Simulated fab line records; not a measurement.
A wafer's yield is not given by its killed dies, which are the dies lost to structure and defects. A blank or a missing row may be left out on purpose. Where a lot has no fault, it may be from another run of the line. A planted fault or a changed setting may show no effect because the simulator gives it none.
Chamber matching | flow n5 finfet | rie diel-05 running N5_BEOL_M15_STRIP_36: 4 sister chambers
The step strips in O2. 4 wafers are shown with their chamber, then 10 later ones without.

WAFERS, EACH WITH ITS CHAMBER
wafer  | chamber | showerhead plenum p Torr (Torr)
L088.4 | 2       | 2.18
L088.5 | 3       | 2.20
L089.1 | 0       | 2.16
L089.2 | 1       | 2.10

WAFERS WITH NO CHAMBER GIVEN
wafer  | showerhead plenum p Torr (Torr)
L089.5 | 2.15
L093.2 | 2.10
L093.4 | 2.17
L093.6 | 2.20
L097.3 | 2.15
L097.5 | 2.17
L097.6 | 2.10
L096.3 | 2.15
L096.4 | 2.20
L096.5 | 2.20

EACH ONE'S CHAMBER
wafer  | from the rows above     | in truth
L089.5 | 0                       | 0
L093.2 | 1                       | 1
L093.4 | can't be placed: 0 or 2 | 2
L093.6 | 3                       | 3
L097.3 | 0                       | 0
L097.5 | can't be placed: 0 or 2 | 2
L097.6 | 1                       | 1
L096.3 | 0                       | 0
L096.4 | 3                       | 3
L096.5 | 3                       | 3
8 of 10 placed correctly. Can't be placed from these rows: 2 (the true chamber is among the candidates in 2). Number placed wrongly: 0.
How it was worked out, from the rows above alone: a wafer's distance from a chamber is the root of the sum, over the readings, of the square of ((its reading less the chamber's mean) divided by the reading's scatter). The wafer belongs to the nearest chamber; if the next one is less than 2 further off, it can't be placed. Each chamber's mean is taken over the wafers shown for it. The scatter (one wafer shown for each chamber): square how far every hidden wafer sits from the nearest shown wafer, average those squares and take the square root.
